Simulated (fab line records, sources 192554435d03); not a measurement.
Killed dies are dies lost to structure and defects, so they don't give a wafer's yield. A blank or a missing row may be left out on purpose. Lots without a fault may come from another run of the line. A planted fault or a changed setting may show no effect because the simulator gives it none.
Split-lot experiment | flow n5_finfet | 7 lots, 21 wafers read, on a route of 1938 steps

THE SPLIT
At N5_BEOL_M11_ILD_DEP_00 (deposits SiCOH lowk from DEMS/porogen, target thk 308.51 nm, time 58 s), the setting time_s was moved away from the recipe's 58 s on 5 of the 21 wafers read, by -14.5% to +10.6%. The other wafers ran this setting at the recipe's value.

FROM THE SPLIT TO THE READING: what the file shows between them, 1 step
- N5_BEOL_M11_CURE_71: cures SiCOH lowk, time 240 s

THE READING
M11_ILD_THK, in nm, at N5_BEOL_M11_THK_MEAS_01. Fault-free wafers of this fab line usually give 267 nm, standard deviation 3.7 nm.

wafer  | tool, chamber at the split | time_s as run, s | against the recipe | M11_ILD_THK, nm | against lot-mates on the recipe
L076.1 | pecvd-01, 2                | 49.59            | -14.5%             | 224             | -40
L076.2 | pecvd-01, 0                | 58               | recipe             | 263             | -
L076.4 | pecvd-01, 2                | 58               | recipe             | 266             | -
L079.2 | pecvd-01, 1                | 58               | recipe             | 266             | -
L079.5 | pecvd-01, 2                | 51.32            | -11.5%             | 238             | -30
L079.6 | pecvd-01, 1                | 58               | recipe             | 270             | -
L080.1 | pecvd-01, 2                | 58               | recipe             | 262             | -
L080.4 | pecvd-01, 0                | 64.14            | +10.6%             | 295             | +30
L080.6 | pecvd-01, 2                | 58               | recipe             | 268             | -
L092.4 | pecvd-03, 0                | 51.03            | -12.0%             | 236             | -31
L092.5 | pecvd-03, 2                | 58               | recipe             | 267             | -
L092.6 | pecvd-03, 1                | 51.03            | -12.0%             | 235             | -32
L093.2 | pecvd-02, 2                | 58               | recipe             | 267             | -
L093.3 | pecvd-02, 0                | 58               | recipe             | 266             | -
L093.4 | pecvd-02, 0                | 58               | recipe             | 269             | -
L094.4 | pecvd-02, 0                | 58               | recipe             | 266             | -
L094.5 | pecvd-02, 1                | 58               | recipe             | 269             | -
L094.6 | pecvd-02, 2                | 58               | recipe             | 268             | -
L096.1 | pecvd-03, 1                | 58               | recipe             | 261             | -
L096.2 | pecvd-03, 0                | 58               | recipe             | 260             | -
L096.4 | pecvd-03, 2                | 58               | recipe             | 264             | -

THE FIT
A straight line over all 21 wafers: M11_ILD_THK changes by +2.65 nm for each +1% of time_s; r = +0.98; the points scatter about the line by 2.9 nm.
The same after taking each lot's own level away (the mean of its wafers on the recipe; 21 wafers): +2.71 nm for each +1%; r = +0.99; scatter 1.7 nm.
On that fit, the largest move of time_s shifts the reading by 39 nm.
The lots' own levels span 261.7 to 268.0 nm, that is 1.7 times the standard deviation above.
So the lot-to-lot level changes the slope little: the two slopes agree.
Check: with one of the wafers moved furthest among these (-14.5%) left out of the fit, the line predicts -38.5 nm for it against its lot-mates. It came out at -40.5 nm against them.

OTHER SPLITS ON THESE WAFERS
These wafers also went through other splits before the reading. Each is held against what the fit with the lots' levels taken away leaves over:
other split on the same wafers    | wafers away from the commonest value | r with M11_ILD_THK (lot level and that fit taken away)
N5_BEOL_M9_HM_DEP_02 target_thk_a | 8                                    | +0.07
N5_BEOL_M10_ILD_DEP_00 time_s     | 4                                    | -0.10
N5_BEOL_M10_COAT_05 spin_rpm      | 6                                    | +0.10

THE WHOLE CHAIN: every reading that the file lists as answering this split, in the file's order
step                    | what it does                                                           | reading                                                                                   | change (the file's fit)              | r (the file's)
N5_BEOL_M11_ILD_DEP_00  | deposits SiCOH lowk from DEMS/porogen, target thk 308.51 nm, time 58 s | SiCOH_lowk_of_BEOL_M11_ILD_DEP_00.thk_nm (the simulator's own value, which no gauge read) | +3.09 nm for each +1% of the setting | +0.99
N5_BEOL_M11_CURE_71     | cures SiCOH lowk, time 240 s                                           | SiCOH_lowk_of_BEOL_M11_ILD_DEP_00.thk_nm (the simulator's own value, which no gauge read) | +2.72 nm for each +1% of the setting | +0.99
N5_BEOL_M11_THK_MEAS_01 |                                                                        | M11_ILD_THK                                                                               | +2.71 for each +1% of the setting    | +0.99

THE FILE'S OWN FIT
M11_ILD_THK changes by +2.71 nm for each +1% of time_s, r = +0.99.
